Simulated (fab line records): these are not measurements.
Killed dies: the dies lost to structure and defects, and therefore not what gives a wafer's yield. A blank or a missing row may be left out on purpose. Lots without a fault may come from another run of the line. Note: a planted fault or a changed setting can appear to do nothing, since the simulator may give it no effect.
Which tool was responsible? :: flow nand-harc :: 11 lots, 33 wafers sampled, at 4 steps of a route of 1159

WHAT EACH GAUGE READ, for each wafer
NHARC_A_SGD_CUT_OVL_MEAS_10.
lot: L510
measured: day 13 07:37
on: overlay-02
overlay-x-nm (nm): 0.1 0.0 -0.5

lot: L513
measured: day 14 07:30
on: overlay-01
overlay-x-nm (nm): -0.1 0.7 0.3

lot: L516
measured: day 15 04:17
on: overlay-02
overlay-x-nm (nm): -0.4 0.0 -0.4

lot: L518
measured: day 15 23:59
on: overlay-01
overlay-x-nm (nm): 0.5 1.3 1.2

lot: L523
measured: day 16 18:26
on: overlay-01
overlay-x-nm (nm): -0.4 -0.5 -0.3

lot: L521
measured: day 17 04:10
on: overlay-01
overlay-x-nm (nm): -0.7 -1.1 -1.0

lot: L526
measured: day 18 02:04
on: overlay-01
overlay-x-nm (nm): -0.5 -0.6 -0.4

lot: L528
measured: day 18 02:23
on: overlay-01
overlay-x-nm (nm): -0.3 0.2 0.3

lot: L529
measured: day 18 10:15
on: overlay-01
overlay-x-nm (nm): 0.4 0.9 0.3

lot: L530
measured: day 19 00:38
on: overlay-02
overlay-x-nm (nm): 0.3 0.8 0.8

lot: L532
measured: day 19 05:49
on: overlay-01
overlay-x-nm (nm): -0.9 -0.3 -0.7

EACH LOT AND THE TOOL THAT RAN IT (in order: tool; ch and the chambers of the sampled wafers; start)
lot: L510
NHARC_A_STAIRCASE_HM_OPEN_463: rie-diel-13 ch 0,2,3, day 11 10:49
NHARC_A_STAIRCASE_CMP_450: cmp-03 ch 0,2,3, day 13 04:57
NHARC_A_STAIRCASE_ETCHBACK_422: rie-diel-06 ch 0,1,3, day 13 05:29

lot: L513
NHARC_A_STAIRCASE_HM_OPEN_463: rie-diel-06 ch 0,1,3, day 12 09:20
NHARC_A_STAIRCASE_CMP_450: cmp-02 ch 1,2,3, day 14 04:50
NHARC_A_STAIRCASE_ETCHBACK_422: rie-diel-02 ch 0,1,3, day 14 05:22

lot: L516
NHARC_A_STAIRCASE_HM_OPEN_463: rie-diel-13 ch 0,2,3, day 13 04:31
NHARC_A_STAIRCASE_CMP_450: cmp-02 ch 0,3, day 15 01:37
NHARC_A_STAIRCASE_ETCHBACK_422: rie-diel-13 ch 0,1,3, day 15 02:08

lot: L518
NHARC_A_STAIRCASE_HM_OPEN_463: rie-diel-13 ch 0,1,3, day 13 22:57
NHARC_A_STAIRCASE_CMP_450: cmp-03 ch 0,1,3, day 15 21:15
NHARC_A_STAIRCASE_ETCHBACK_422: rie-diel-13 ch 0,2,3, day 15 21:47

lot: L523
NHARC_A_STAIRCASE_HM_OPEN_463: rie-diel-13 ch 0,1,3, day 14 22:23
NHARC_A_STAIRCASE_CMP_450: cmp-02 ch 0,2,3, day 16 15:50
NHARC_A_STAIRCASE_ETCHBACK_422: rie-diel-06 ch 0,2,3, day 16 16:25

lot: L521
NHARC_A_STAIRCASE_HM_OPEN_463: rie-diel-13 ch 1,2,3, day 15 05:58
NHARC_A_STAIRCASE_CMP_450: cmp-03 ch 2,3, day 17 01:24
NHARC_A_STAIRCASE_ETCHBACK_422: rie-diel-06 ch 1,2,3, day 17 01:59

lot: L526
NHARC_A_STAIRCASE_HM_OPEN_463: rie-diel-02 ch 0,1,3, day 15 23:28
NHARC_A_STAIRCASE_CMP_450: cmp-03 ch 1,2,3, day 17 22:54
NHARC_A_STAIRCASE_ETCHBACK_422: rie-diel-02 ch 1,3, day 17 23:26

lot: L528
NHARC_A_STAIRCASE_HM_OPEN_463: rie-diel-06 ch 0,3, day 16 06:30
NHARC_A_STAIRCASE_CMP_450: cmp-02 ch 1,2,3, day 17 23:13
NHARC_A_STAIRCASE_ETCHBACK_422: rie-diel-02 ch 0,2,3, day 17 23:52

lot: L529
NHARC_A_STAIRCASE_HM_OPEN_463: rie-diel-06 ch 1,3, day 16 10:13
NHARC_A_STAIRCASE_CMP_450: cmp-02 ch 2,3, day 18 07:37
NHARC_A_STAIRCASE_ETCHBACK_422: rie-diel-13 ch 1,2,3, day 18 08:10

lot: L530
NHARC_A_STAIRCASE_HM_OPEN_463: rie-diel-02 ch 1,3, day 16 23:23
NHARC_A_STAIRCASE_CMP_450: cmp-01 ch 1,2, day 18 21:58
NHARC_A_STAIRCASE_ETCHBACK_422: rie-diel-02 ch 1,3, day 18 22:31

lot: L532
NHARC_A_STAIRCASE_HM_OPEN_463: rie-diel-02 ch 0,2,3, day 17 06:37
NHARC_A_STAIRCASE_CMP_450: cmp-02 ch 0,1,2, day 19 03:05
NHARC_A_STAIRCASE_ETCHBACK_422: rie-diel-13 ch 1,2, day 19 03:37
- NHARC_A_STAIRCASE_HM_OPEN_463: chemistry O2/COS.
- NHARC_A_STAIRCASE_CMP_450: polishes SiO2, target thk 200 nm.
- NHARC_A_STAIRCASE_ETCHBACK_422: etches the open film in CH3F/O2, target depth 40 nm, time 74.286 s.

THE ANSWER, worked out from the rows above alone
Rule: usual is defined by the lots themselves. Put in order of their means at a reading, lots are off if they are a third of the lots or fewer, leave a main group of 4 or more, and stand apart from it by a gap of 3 or more times the standard deviation of the main group's means; of several such gaps the widest counts. A main group is skipped when, at the precision printed for the reading in the tables above, its means are all equal. A lot without any number at a reading at which 4 lots or more have one is off too. All remaining lots with rows at the step are treated as sound.
Across all readings shown, no lot is off: no conclusion can be drawn from this.

WHAT THE SIMULATOR HAD PUT IN
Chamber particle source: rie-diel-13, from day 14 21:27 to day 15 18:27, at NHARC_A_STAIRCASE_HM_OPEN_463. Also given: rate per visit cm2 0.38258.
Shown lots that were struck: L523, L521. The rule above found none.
